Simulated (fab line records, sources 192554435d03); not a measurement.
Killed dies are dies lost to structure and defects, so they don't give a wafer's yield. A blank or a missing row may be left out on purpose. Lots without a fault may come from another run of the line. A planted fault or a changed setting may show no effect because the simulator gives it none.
Which tool did it? | flow n5_finfet | 11 lots, 33 wafers sampled, at 4 steps of a route of 1938

WHAT THE GAUGES READ, wafer by wafer
The record holds no reading of a measuring or inspecting step that can be judged against a usual standard deviation.

WHICH TOOL RAN EACH LOT (tool, then ch and the chambers of the sampled wafers, then the start)
lot  | N5_HKMG_FIN_STRIP_88                 | N5_HKMG_FIN_ALD_71                 | N5_HKMG_FIN_ETCH_67                | N5_HKMG_FIN_CMP_94
L943 | plasma_asher-01 ch 0,1, day 4 15:24  | ald_metal-02 ch 0,1,2, day 4 15:53 | rie_diel-05 ch 0,1,3, day 4 16:13  | cmp-02 ch 0,1, day 4 18:06
L944 | plasma_asher-02 ch 0,1, day 5 02:05  | ald_metal-02 ch 0,3, day 5 02:34   | rie_diel-02 ch 0,3, day 5 02:55    | cmp-03 ch 1,2,3, day 5 04:49
L945 | plasma_asher-02 ch 0,1, day 5 05:12  | ald_metal-02 ch 0,2,3, day 5 05:41 | rie_diel-02 ch 1,2,3, day 5 06:13  | cmp-01 ch 0,1,2, day 5 08:05
L946 | plasma_asher-01 ch 0,1, day 5 11:19  | ald_metal-01 ch 1,3, day 5 11:47   | rie_diel-02 ch 1,2, day 5 12:08    | cmp-01 ch 0,1, day 5 14:05
L948 | plasma_asher-02 ch 0,1, day 5 21:56  | ald_metal-03 ch 0,1,3, day 5 22:25 | rie_diel-05 ch 1,2,3, day 5 22:46  | cmp-03 ch 0,1,3, day 6 00:33
L950 | plasma_asher-01 ch 0,1, day 6 11:04  | ald_metal-01 ch 0,1,2, day 6 11:33 | rie_diel-02 ch 1,2, day 6 11:53    | cmp-02 ch 1,2, day 6 13:46
L953 | plasma_asher-02 ch 0,1, day 7 22:15  | ald_metal-02 ch 0,2, day 7 22:44   | rie_diel-04 ch 0,2, day 7 23:05    | cmp-01 ch 0,1,3, day 8 00:53
L959 | plasma_asher-01 ch 0,1, day 9 02:00  | ald_metal-01 ch 0,2,3, day 9 02:29 | rie_diel-02 ch 0,1,3, day 9 02:49  | cmp-03 ch 0,1,3, day 9 04:35
L962 | plasma_asher-02 ch 0, day 9 22:08    | ald_metal-01 ch 0,1, day 9 22:37   | rie_diel-02 ch 1,2,3, day 9 23:00  | cmp-03 ch 0,1,3, day 10 00:49
L964 | plasma_asher-01 ch 0,1, day 10 00:43 | ald_metal-02 ch 0,3, day 10 01:16  | rie_diel-04 ch 0,1,3, day 10 01:37 | cmp-02 ch 0,1,2, day 10 03:22
L963 | plasma_asher-01 ch 0,1, day 10 04:16 | ald_metal-02 ch 0,3, day 10 04:46  | rie_diel-04 ch 2,3, day 10 05:06   | cmp-02 ch 0,1, day 10 06:53
- N5_HKMG_FIN_STRIP_88: strips in N2/H2, time 360 s.
- N5_HKMG_FIN_ALD_71: deposits TiN, target thk 1 nm, pulse time 1 s, purge time 3 s.
- N5_HKMG_FIN_ETCH_67: etches SOC in N2/H2, stops on TiN, target depth 388.9 nm.
- N5_HKMG_FIN_CMP_94: polishes, stops on SiNx, t overpolish 4.7 s, target thk 43.299 nm.

WHAT THE TOOLS THEMSELVES READ (means of the sampled wafers that have a number; where no wafer has one, the mark that the record gives instead)
N5_HKMG_FIN_STRIP_88.
lot  | tool            | drypump_motor_current_A (A) | heater_power_w (W) | temp_c (C)
L943 | plasma_asher-01 | 5.07                        | 455                | 299.89
L944 | plasma_asher-02 | 5.35                        | 505                | 299.97
L945 | plasma_asher-02 | 5.35                        | 503                | 300.01
L946 | plasma_asher-01 | 5.05                        | 450                | 300.05
L948 | plasma_asher-02 | 5.36                        | 496                | 300.17
L950 | plasma_asher-01 | 5.05                        | 456                | 300.08
L953 | plasma_asher-02 | 5.37                        | 504                | 299.91
L959 | plasma_asher-01 | 5.05                        | 449                | 299.96
L962 | plasma_asher-02 | 5.39                        | 489                | 299.80
L964 | plasma_asher-01 | 5.03                        | 454                | 299.79
L963 | plasma_asher-01 | 5.18                        | 469                | 300.06

N5_HKMG_FIN_ALD_71.
lot  | tool         | heater_power_w (W) | precursor_pulse_height_rel
L943 | ald_metal-02 | 896                | 1.006
L944 | ald_metal-02 | 929                | 1.010
L945 | ald_metal-02 | 917                | 0.988
L946 | ald_metal-01 | 864                | 1.018
L948 | ald_metal-03 | 845                | 0.984
L950 | ald_metal-01 | 863                | 0.992
L953 | ald_metal-02 | 898                | 0.989
L959 | ald_metal-01 | 905                | 0.997
L962 | ald_metal-01 | 882                | 0.989
L964 | ald_metal-02 | 936                | 1.006
L963 | ald_metal-02 | 932                | 0.996

N5_HKMG_FIN_ETCH_67.
lot  | tool        | drypump_motor_current_A (A) | oes_product_au (a.u.) | rf_vpp_V (V) | showerhead_plenum_p_Torr (Torr) | throttle_valve_pct (%)
L943 | rie_diel-05 | 6.0                         | 0.82                  | 240.8        | 2.57                            | 17.61
L944 | rie_diel-02 | 6.1                         | 0.83                  | 241.4        | 2.60                            | 17.76
L945 | rie_diel-02 | 5.5                         | 0.74                  | 241.8        | 2.58                            | 17.98
L946 | rie_diel-02 | 5.4                         | 0.75                  | 240.6        | 2.55                            | 17.96
L948 | rie_diel-05 | 5.8                         | 0.79                  | 241.1        | 2.56                            | 17.58
L950 | rie_diel-02 | 5.4                         | 0.75                  | 240.2        | 2.55                            | 17.96
L953 | rie_diel-04 | 6.1                         | 0.70                  | 240.1        | 2.52                            | 17.78
L959 | rie_diel-02 | 5.9                         | 0.75                  | 241.3        | 2.58                            | 17.88
L962 | rie_diel-02 | 5.5                         | 0.71                  | 241.0        | 2.56                            | 18.04
L964 | rie_diel-04 | 5.6                         | 0.67                  | 240.6        | 2.58                            | 17.89
L963 | rie_diel-04 | 5.7                         | 0.68                  | 240.5        | 2.58                            | 17.96

N5_HKMG_FIN_CMP_94.
lot  | tool   | head_pressure_psi (psi) | motor_current_A (A)
L943 | cmp-02 | 4.003                   | 11.9
L944 | cmp-03 | 4.009                   | 13.1
L945 | cmp-01 | 3.999                   | 12.2
L946 | cmp-01 | 4.003                   | 11.6
L948 | cmp-03 | 4.004                   | 12.4
L950 | cmp-02 | 4.010                   | 13.0
L953 | cmp-01 | 3.994                   | 11.8
L959 | cmp-03 | 3.727                   | 12.0
L962 | cmp-03 | 3.731                   | 11.9
L964 | cmp-02 | 4.003                   | 13.2
L963 | cmp-02 | 3.998                   | 13.5

THE ANSWER, worked out from the rows above alone
Rule: what is usual is taken from the lots themselves. Put in order of their means at a reading, lots are off if they are a third of the lots or fewer, leave a main group of 4 or more, and stand apart from it by a gap of 3 or more times the standard deviation of the main group's means; of several such gaps the widest counts. A main group whose means are all the same, to the digits that the tables above print for the reading, isn't used. A lot without any number at a reading at which 4 lots or more have one is off too. The other lots that the step has rows for count as sound. The gauges are gone through in route order, then the tools' own readings, and for those a lot's mean is taken as printed above. The first step at which some lot is off is used, and at that step the reading that is off furthest; a lot without a number counts as furthest.
Off: L959, L962, at N5_HKMG_FIN_CMP_94 (head_pressure_psi). The main group: mean 4.003 psi, standard deviation 0.0048.
A tool fits if, at that step or a process step before it, it ran every lot that is off, and no sound lot after the first of them. Can't be told from this: 3 tools fit, ald_metal-01 at N5_HKMG_FIN_ALD_71, rie_diel-02 at N5_HKMG_FIN_ETCH_67, cmp-03 at N5_HKMG_FIN_CMP_94.

WHAT THE SIMULATOR HAD PUT IN
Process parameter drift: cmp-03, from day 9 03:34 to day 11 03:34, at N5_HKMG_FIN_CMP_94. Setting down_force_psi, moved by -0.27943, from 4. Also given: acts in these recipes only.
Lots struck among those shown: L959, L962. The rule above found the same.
